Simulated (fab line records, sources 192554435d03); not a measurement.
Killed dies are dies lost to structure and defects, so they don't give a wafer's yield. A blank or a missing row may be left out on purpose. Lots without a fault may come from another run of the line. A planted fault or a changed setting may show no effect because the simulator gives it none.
fab line records | flow n5_finfet
record lots=9 wafers=27 last_day=17
route steps=1938 shown BEOL_M7@1330 BEOL_M8@1334
lots that met no fault: from a run of the same line without faults
start_h: hours from the record's first day to the start of the lot's first wafer shown | wait_h: hours since the lot's step before | " the same as in the row above | L1.1+2: a row that stands for several wafers | - no value, or no start given | * or withheld: withheld | < > ~ a bound
route shown NAME@n: a module of which the file shows steps, and the number in the route of the first | usual: mean/standard deviation of fault-free wafers | same: alike in all rows | chamber/n: place in a boat | sites: the reading at each site | _std_site: their standard deviation | _edge_site: outer sites' mean less inner sites' | radius_mm: how far each site lies from the wafer's centre | mask NAME#n: copy n | behind: the tool/chamber that last shaped the wafer | hold: why the lot was held/for how many hours/how that ended | device: the transistor (n, p or np) that didn't switch | end of line: the same wafers' tests at the end of the route | a step without rows: its recipe alone | killed: dies lost to structure and defects at the first sort, not the wafer's yield | map: a wafer's dies, x killed, . not, _ none there
set.NAME: the setting as run; set.NAME@STEP: as run at that earlier step | model.NAME: the simulator's own value behind a step, which no gauge read
steps of the route over a sample of lots; a table a step, a row a wafer
services: from which hour (start_h, from the record's first day; less than 0 if before it) a tool's chamber was out of use, for how many hours, and why
## steps
# step N5_BEOL_M7_RS_MEAS_57
# recipe thk_meas_gauge=four-point-probe reads=Cu_of_BEOL_M7_ECD_50+Co_of_BEOL_M7_CVD_78+TaN_of_BEOL_M7_ALD_77
# usual M7_RS=0.287/0.0088
# columns lot.wafer tool chamber start_h wait_h M7_RS[ohm/sq]
L640.2 film_metro-01 - 204.64 0.1 0.285
L640.3 " - " " 0.297
L640.6 " - " " 0.283
L641.1 film_metro-02 - 205.30 0.1 0.289
L641.3 " - " " 0.295
L641.5 " - " " 0.302
L642.2 film_metro-02 - 216.85 0.1 0.287
L642.3 " - " " 0.298
L642.5 " - " " 0.283
L643.3 film_metro-02 - 224.20 0.1 0.289
L643.5 " - " " 0.290
L643.6 " - " " 0.281
L644.2 film_metro-01 - 230.77 0.1 0.270
L644.4 " - " " 0.263
L644.6 " - " " 0.275
L645.2 film_metro-02 - 244.83 0.1 0.293
L645.3 " - " " 0.280
L645.6 " - " " 0.276
L652.1 film_metro-01 - 281.08 0.1 0.280
L652.4 " - " " 0.287
L652.6 " - " " 0.273
L657.1 film_metro-02 - 299.71 0.1 0.297
L657.3 " - " " 0.290
L657.5 " - " " 0.291
L661.1 film_metro-01 - 336.13 0.1 0.297
L661.2 " - " " 0.286
L661.4 " - " " 0.278
# step N5_BEOL_M8_THK_MEAS_01
# recipe reads=SiCOH_lowk_of_BEOL_M8_ILD_DEP_00
# usual M8_ILD_THK=155.7/2.3
# columns lot.wafer tool chamber start_h wait_h M8_ILD_THK[nm]
L640.2 film_metro-02 - 205.28 0.4 154.5
L640.3 " - " " 151.8
L640.6 " - " " 156.4
L641.1 film_metro-02 - 205.94 0.4 153.0
L641.3 " - " " 153.5
L641.5 " - " " 157.9
L642.2 film_metro-01 - 217.49 0.4 152.1
L642.3 " - " " 153.3
L642.5 " - " " 157.4
L643.3 film_metro-02 - 225.54 0.3 153.1
L643.5 " - " " 156.4
L643.6 " - " " 155.6
L644.2 film_metro-01 - 231.45 0.4 152.1
L644.4 " - " " 153.9
L644.6 " - " " 153.7
L645.2 film_metro-02 - 245.47 0.4 157.9
L645.3 " - " " 155.3
L645.6 " - " " 157.3
L652.1 film_metro-01 - 281.72 0.4 155.7
L652.4 " - " " 152.4
L652.6 " - " " 158.0
L657.1 film_metro-02 - 300.35 0.4 155.2
L657.3 " - " " 155.7
L657.5 " - " " 154.2
L661.1 film_metro-01 - 336.77 0.4 154.3
L661.2 " - " " 153.7
L661.4 " - " " 156.9
# step N5_BEOL_M8_ETCH_62
# recipe chemistry=N2/H2 target=SOC target_depth_a=1100 overetch_a=220 mask_material=SiARC temp_c=40 time_s=165 ion_energy_ev=200 pressure_mtorr=30 source_w=840 bias_w=150 n2_flow_sccm=200 h2_flow_sccm=200
# usual drypump_motor_current_A=5.9/0.4 oes_product_au=0.70/0.091 rf_vpp_V=523.2/2.4 showerhead_plenum_p_Torr=2.51/0.076 throttle_valve_pct=17.71/0.24
# columns lot.wafer tool chamber start_h wait_h drypump_motor_current_A oes_product_au rf_hours_counter_h rf_vpp_V showerhead_plenum_p_Torr throttle_valve_pct
L640.2 rie_diel-02 2 207.65 0.0 5.8 0.82 1 522.4 2.48 17.62
L640.3 " 1 " " 5.4 0.61 195 525.8 2.65 17.83
L640.6 " 3 " " 6.0 0.71 - 521.6 2.46 17.78
L641.1 rie_diel-05 3 208.20 0.0 6.5 0.59 215 526.2 2.63 18.23
L641.3 " 0 " " 5.8 0.59 232 525.7 2.61 17.73
L641.5 " 1 " " 5.2 0.59 - 526.2 2.61 18.03
L642.2 rie_diel-02 3 219.48 0.0 6.0 0.71 62 523.7 2.46 17.77
L642.3 " 2 " " 5.8 0.80 4 523.2 2.48 17.65
L642.5 " 3 " " 6.0 0.70 - 522.4 2.46 17.77
L643.3 rie_diel-03 3 226.20 0.0 5.9 0.59 213 525.1 2.53 17.70
L643.5 " 1 " " 6.4 0.65 - 525.6 2.54 17.75
L643.6 " 3 " " 6.0 0.60 - 523.3 2.53 17.70
L644.2 rie_diel-05 1 232.22 0.0 5.2 0.58 234 525.7 2.61 18.05
L644.4 " 3 " " 6.5 0.58 222 525.9 2.63 18.26
L644.6 " 3 " " 6.5 0.58 - 526.1 2.63 18.28
L645.2 rie_diel-03 2 248.03 0.0 5.5 0.81 11 524.5 2.48 17.41
L645.3 " 1 " " 6.4 0.64 146 523.7 2.53 17.76
L645.6 " 1 " " 6.4 0.64 - 524.6 2.53 17.76
L652.1 rie_diel-05 0 284.23 0.0 5.7 0.84 2 525.8 2.60 17.29
L652.4 " 3 " " 6.5 0.58 - 526.0 2.62 18.29
L652.6 " 0 " " 5.7 0.86 - 525.8 2.60 17.30
L657.1 rie_diel-02 1 303.54 0.0 5.4 0.59 230 526.3 2.63 17.89
L657.3 " 3 " " 6.0 0.67 93 520.2 2.45 17.85
L657.5 " 0 " " 6.4 0.61 - 517.3 2.32 17.99
L661.1 rie_diel-03 2 338.56 0.0 5.4 0.74 45 522.8 2.47 17.47
L661.2 " 1 " " 6.4 0.62 176 523.4 2.52 17.82
L661.4 " 2 " " 5.5 0.75 - 521.9 2.47 17.48
# step N5_BEOL_M8_EXPOSE_25
# recipe mask_id=V7 na=0.33 source_shape=annular sigma_inner=0.4 sigma_outer=0.8 polarization=unpolarized target_cd_nm=40 dose_mj=42.5
# usual exposure_dose_mJ_cm2=42.7/0.34
# columns lot.wafer tool chamber start_h wait_h mask exposure_dose_mJ_cm2
L641.1 euv_scanner-01 0 208.87 - V7#0 43.0
L641.3 " 0 " " V7#0 42.9
L641.5 " 0 " " V7#0 42.9
L640.2 euv_scanner-02 0 209.04 - V7#0 42.3
L640.3 " 0 " " V7#0 42.3
L640.6 " 0 " " V7#0 42.3
L642.2 euv_scanner-02 0 220.22 - V7#0 42.4
L642.3 " 0 " " V7#0 42.4
L642.5 " 0 " " V7#0 42.3
L643.3 euv_scanner-01 0 227.17 - V7#0 43.0
L643.5 " 0 " " V7#0 43.1
L643.6 " 0 " " V7#0 43.0
L644.2 euv_scanner-02 0 233.19 - V7#0 42.3
L644.4 " 0 " " V7#0 42.4
L644.6 " 0 " " V7#0 42.3
L645.2 euv_scanner-01 0 252.14 - V7#0 43.0
L645.3 " 0 " " V7#0 42.9
L645.6 " 0 " " V7#0 43.0
L652.1 euv_scanner-01 0 285.53 - V7#0 41.7
L652.4 " 0 " " V7#0 41.7
L652.6 " 0 " " V7#0 41.7
L657.1 euv_scanner-02 0 305.56 - V7#0 42.2
L657.3 " 0 " " V7#0 42.3
L657.5 " 0 " " V7#0 42.2
L661.1 euv_scanner-02 0 340.71 - V7#0 42.4
L661.2 " 0 " " V7#0 42.3
L661.4 " 0 " " V7#0 42.4
# step N5_BEOL_M8_CD_MEAS_28
# recipe target_cd_nm=40 landing_energy_ev=500 detector=se_inlens
# usual cd_nm=40.10/0.24
# columns lot.wafer tool chamber start_h wait_h cd_nm
L641.1 cd_sem-03 0 209.00 - 40.06
L641.3 " 0 " " 40.17
L641.5 " 0 " " 40.40
L640.2 cd_sem-02 0 209.17 - 40.67
L640.3 " 0 " " 40.45
L640.6 " 0 " " 40.47
L642.2 cd_sem-02 0 220.34 - 40.17
L642.3 " 0 " " 39.98
L642.5 " 0 " " 40.25
L643.3 cd_sem-02 0 227.29 - 39.94
L643.5 " 0 " " 39.84
L643.6 " 0 " " 40.31
L644.2 cd_sem-01 0 233.32 - 39.87
L644.4 " 0 " " 39.98
L644.6 " 0 " " 40.11
L645.2 cd_sem-01 0 252.26 - 40.04
L645.3 " 0 " " 40.22
L645.6 " 0 " " 40.31
L652.1 cd_sem-02 0 285.66 - 39.17
L652.4 " 0 " " 39.33
L652.6 " 0 " " 39.25
L657.1 cd_sem-03 0 305.70 - 40.27
L657.3 " 0 " " 40.22
L657.5 " 0 " " 40.29
L661.1 cd_sem-01 0 340.84 - 40.02
L661.2 " 0 " " 40.02
L661.4 " 0 " " 40.30
## services
# columns tool chamber start_h hours kind
rie_diel-02 2 188.84 - clean
rie_diel-02 2 188.84 - consumable_replace:focus_ring
rie_diel-02 2 188.84 16.3 scheduled_down
rie_diel-02 2 188.84 16.3 vent_cycle
rie_diel-03 2 203.59 - clean
rie_diel-03 2 203.59 - consumable_replace:focus_ring
rie_diel-03 1 217.32 3.5 repair
euv_scanner-01 - 224.75 1.0 pm
euv_scanner-01 0 230.91 - calibration
euv_scanner-02 - 235.76 1.0 pm
rie_diel-05 3 253.97 1.8 repair
euv_scanner-01 - 254.81 5.8 pm
rie_diel-02 1 259.41 3.0 repair
euv_scanner-02 - 262.30 4.6 pm
rie_diel-02 0 272.35 6.4 repair
rie_diel-03 3 272.91 8.3 repair
euv_scanner-01 - 280.86 1.0 pm
euv_scanner-02 - 291.91 1.0 pm
rie_diel-03 2 308.08 2.5 repair
rie_diel-03 3 308.34 5.9 repair
rie_diel-03 1 314.59 8.3 repair
euv_scanner-02 0 315.79 - calibration
euv_scanner-01 - 332.84 4.6 pm
rie_diel-05 2 335.38 4.5 repair
## key
first_sign step=N5_BEOL_M8_EXPOSE_25 reading=exposure_dose_mJ_cm2 direction=down sigmas=3 usual=42.7 struck=41.7
effect step=N5_BEOL_M8_CD_MEAS_28 reading=cd_nm direction=down sigmas=3.5 usual=40.10 struck=39.25
met_at N5_BEOL_M8_EXPOSE_25
struck_lots L652
not_acting_at N5_BEOL_M7_RS_MEAS_57,N5_BEOL_M8_THK_MEAS_01,N5_BEOL_M8_ETCH_62
onset_between 252.14 285.53
fault kind=process_parameter_drift tool=euv_scanner-01 chamber=- onset_h=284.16 steps=N5_BEOL_M8_EXPOSE_25 channel=dose_mj offset=-1.2234 shape=step acts_in=these_recipes_only stated=42.5
